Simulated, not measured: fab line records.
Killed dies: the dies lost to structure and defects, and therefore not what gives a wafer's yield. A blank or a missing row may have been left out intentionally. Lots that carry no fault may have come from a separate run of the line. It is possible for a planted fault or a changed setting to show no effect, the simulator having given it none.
The tool behind it: which one? ; flow n5Finfet ; Sampling: 10 lots, 30 wafers, 4 of 1938 route steps

WHAT THE GAUGES READ, wafer by wafer
N5_BEOL_M7_OCD_MEAS_38.
lot;measured;on;trenchDepthNm (nm)
L103;day 9 04:49;ocd-02;93.2 89.8 93.1
L107;day 10 05:38;ocd-02;94.1 94.4 94.6
L108;day 11 08:04;ocd-01;95.5 93.9 94.0
L112;day 11 14:58;ocd-01;94.3 94.8 93.2
L114;day 12 00:52;ocd-01;93.1 93.5 93.0
L115;day 12 05:57;ocd-02;91.8 92.5 90.8
L119;day 13 04:32;ocd-01;93.0 92.4 92.2
L118;day 13 10:35;ocd-02;92.7 91.4 93.8
L122;day 14 03:16;ocd-01;93.3 92.8 95.6
L124;day 14 10:53;ocd-01;92.9 92.7 92.2

WHICH TOOL RAN EACH LOT (tool, then ch and the chambers of the sampled wafers, then the start)
lot;N5_BEOL_M7_ETCH_62;N5_BEOL_M7_DESCUM_33;N5_BEOL_M7_VIA_ETCH_34
L103;rieDiel-06 ch 0,2, day 9 03:25;rieDiel-06 ch 0,1,2, day 9 04:23;rieDiel-06 ch 0,1,2, day 9 04:34
L107;rieDiel-05 ch 0,1,2, day 10 02:46;rieDiel-06 ch 0,1, day 10 05:13;rieDiel-06 ch 0,1, day 10 05:23
L108;rieDiel-06 ch 0,1,3, day 11 05:35;rieDiel-06 ch 0,1,3, day 11 07:38;rieDiel-06 ch 0,1,3, day 11 07:49
L112;rieDiel-06 ch 0,1, day 11 11:19;rieDiel-06 ch 0,1,3, day 11 14:32;rieDiel-06 ch 0,1,3, day 11 14:43
L114;rieDiel-06 ch 0,1, day 11 22:28;rieDiel-05 ch 1,2,3, day 12 00:26;rieDiel-05 ch 1,2,3, day 12 00:37
L115;rieDiel-01 ch 1,2,3, day 12 03:40;rieDiel-05 ch 0,2,3, day 12 05:31;rieDiel-05 ch 0,2,3, day 12 05:42
L119;rieDiel-06 ch 1,2,3, day 13 03:03;rieDiel-05 ch 0,1,3, day 13 04:07;rieDiel-05 ch 0,1,2, day 13 04:17
L118;rieDiel-06 ch 0,1, day 13 08:26;rieDiel-05 ch 0,2,3, day 13 10:10;rieDiel-05 ch 0,2,3, day 13 10:20
L122;rieDiel-05 ch 1,2,3, day 14 01:24;rieDiel-01 ch 0,1,3, day 14 02:51;rieDiel-01 ch 0,1,3, day 14 03:02
L124;rieDiel-01 ch 0,2, day 14 09:22;rieDiel-05 ch 0,2, day 14 10:28;rieDiel-05 ch 0,2, day 14 10:38
- N5_BEOL_M7_ETCH_62: etches SOC in N2/H2, target depth 110 nm, overetch 22 nm, time 165 s.
- N5_BEOL_M7_DESCUM_33: chemistry O2, time 7 s.
- N5_BEOL_M7_VIA_ETCH_34: etches SiCOH lowk in C4F6/O2, target depth 125.5 nm, time 50.5 s.

WHAT THE TOOLS THEMSELVES READ (means of the sampled wafers that have a number; where no wafer has one, the mark that the record gives instead)
N5_BEOL_M7_ETCH_62.
lot;tool;biasW (W);drypumpMotorCurrentA (A);h2FlowSccm (sccm);n2FlowSccm (sccm);oesProductAu (a.u.);rfVppV (V);showerheadPlenumPTorr (Torr);throttleValvePct (%)
L103;rieDiel-06;150.3;5.9;199.4;199.9;0.61;522.3;2.49;18.00
L107;rieDiel-05;149.8;6.1;199.7;199.9;0.63;522.7;2.50;17.98
L108;rieDiel-06;149.8;6.0;200.0;200.3;0.71;524.7;2.54;17.69
L112;rieDiel-06;149.7;6.0;200.0;200.0;0.68;523.9;2.53;17.61
L114;rieDiel-06;150.1;6.2;199.9;199.9;0.70;526.2;2.61;17.71
L115;rieDiel-01;150.5;5.7;200.2;200.1;0.61;523.8;2.52;17.99
L119;rieDiel-06;149.9;6.1;200.2;199.5;0.75;524.1;2.56;17.81
L118;rieDiel-06;149.6;6.2;199.7;200.0;0.69;525.8;2.60;17.73
L122;rieDiel-05;149.8;5.8;199.4;200.2;0.65;524.9;2.58;18.05
L124;rieDiel-01;149.8;5.8;200.0;199.7;0.63;523.3;2.53;18.00

N5_BEOL_M7_DESCUM_33.
lot;tool;biasPowerW (W);drypumpMotorCurrentA (A);oesProductAu (a.u.);rfVppV (V);showerheadPlenumPTorr (Torr);throttleValvePct (%)
L103;rieDiel-06;19.98;6.0;0.80;242.3;2.10;20.42
L107;rieDiel-06;20.10;6.2;0.85;244.2;2.16;20.30
L108;rieDiel-06;20.00;6.0;0.85;243.1;2.10;20.27
L112;rieDiel-06;20.02;6.0;0.84;243.3;2.10;20.28
L114;rieDiel-05;20.00;5.9;0.79;242.9;2.12;20.61
L115;rieDiel-05;20.01;5.8;0.82;242.7;2.08;20.46
L119;rieDiel-05;19.99;5.7;0.73;242.9;2.05;20.52
L118;rieDiel-05;20.04;5.8;0.81;242.4;2.07;20.47
L122;rieDiel-01;20.02;5.4;0.80;242.6;2.07;20.39
L124;rieDiel-05;19.96;6.0;0.83;242.7;2.09;20.31

N5_BEOL_M7_VIA_ETCH_34.
lot;tool;biasW (W);drypumpMotorCurrentA (A);oesProductAu (a.u.);rfVppV (V);showerheadPlenumPTorr (Torr);throttleValvePct (%)
L103;rieDiel-06;184.4;6.0;0.79;663;2.85;20.82
L107;rieDiel-06;185.0;6.2;0.85;657;2.92;20.68
L108;rieDiel-06;174.0;6.0;0.85;629;2.84;20.71
L112;rieDiel-06;173.8;6.1;0.83;629;2.84;20.71
L114;rieDiel-05;184.7;5.9;0.78;663;2.89;21.08
L115;rieDiel-05;185.0;5.8;0.82;667;2.83;20.94
L119;rieDiel-05;185.3;6.1;0.81;670;2.91;20.95
L118;rieDiel-05;184.7;5.8;0.81;666;2.83;20.94
L122;rieDiel-01;185.0;5.4;0.81;662;2.81;20.85
L124;rieDiel-05;184.9;6.0;0.83;673;2.84;20.80

THE ANSWER, worked out from the rows above alone
Rule: the usual values come from the lots themselves. The widest of any qualifying gaps counts: lots, ordered by their means at a reading, are off when they make up no more than a third of the lots, leave a main group of 4 or more, and stand apart from it by 3 or more times the standard deviation of that group's means. The tables above print the reading to a certain number of digits; a main group whose means all agree to those digits is not used. Also off: a lot with no number at a reading for which 4 or more lots have one. The other lots that the step has rows for count as sound. Order of review: gauges by route order, followed by the tools' own readings, for which a lot's mean as printed above is used. The first step at which some lot is off is used, and at that step the reading that is off furthest; a lot without a number counts as furthest.
Off, at N5_BEOL_M7_VIA_ETCH_34 on biasW: L108, L112. The main group has a mean of 184.9 W with a standard deviation of 0.25.
A tool fits if, at that step or a process step before it, it ran every lot that is off, and no sound lot after the first of them. One fits: N5_BEOL_M7_DESCUM_33 and N5_BEOL_M7_VIA_ETCH_34 on rieDiel-06. At N5_BEOL_M7_DESCUM_33 its last sound lot is L107 (day 10 05:13), its first lot that is off L108 (day 11 07:38): a fault that began between those two fits.

WHAT THE SIMULATOR HAD PUT IN
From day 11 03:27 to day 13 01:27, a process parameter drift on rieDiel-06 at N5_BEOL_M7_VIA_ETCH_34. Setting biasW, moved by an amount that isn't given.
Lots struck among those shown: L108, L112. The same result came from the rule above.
